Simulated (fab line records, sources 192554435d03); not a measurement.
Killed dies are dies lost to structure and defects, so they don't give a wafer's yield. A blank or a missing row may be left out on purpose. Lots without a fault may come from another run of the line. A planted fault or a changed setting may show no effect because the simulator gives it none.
Chamber matching | flow n5_finfet | N5_FIN_SAQP_STRIP_55 on rie_diel-06: 4 sister chambers
The step strips in N2/H2. 4 wafers are shown with their chamber, then 7 later ones without.

WAFERS WITH THEIR CHAMBER
wafer  | chamber | drypump_motor_current_A (A)
L087.3 | 3       | 6.7
L088.5 | 2       | 5.4
L091.2 | 0       | 5.2
L091.4 | 1       | 4.9

WAFERS WITHOUT THEIR CHAMBER
wafer  | drypump_motor_current_A (A)
L091.5 | 4.9
L096.2 | 6.7
L096.4 | 4.8
L096.6 | 6.7
L097.2 | 4.9
L097.3 | 6.7
L097.6 | 4.9

WHICH CHAMBER EACH WENT THROUGH
wafer  | from the rows above | in truth
L091.5 | 1                   | 1
L096.2 | 3                   | 3
L096.4 | 1                   | 1
L096.6 | 3                   | 3
L097.2 | 1                   | 1
L097.3 | 3                   | 3
L097.6 | 1                   | 1
Placed correctly: 7 of 7. Can't be placed from these rows: 0. Placed wrongly: 0.
How it was worked out, from the rows above alone: a wafer's distance from a chamber is the root of the sum, over the readings, of the square of ((its reading less the chamber's mean) divided by the reading's scatter). The wafer belongs to the nearest chamber; if the next one is less than 2 further off, it can't be placed. A chamber's mean is the mean of its shown wafers. The scatter: with one shown wafer a chamber, the root of the mean of the squares of how far each hidden wafer lies from its nearest shown one.
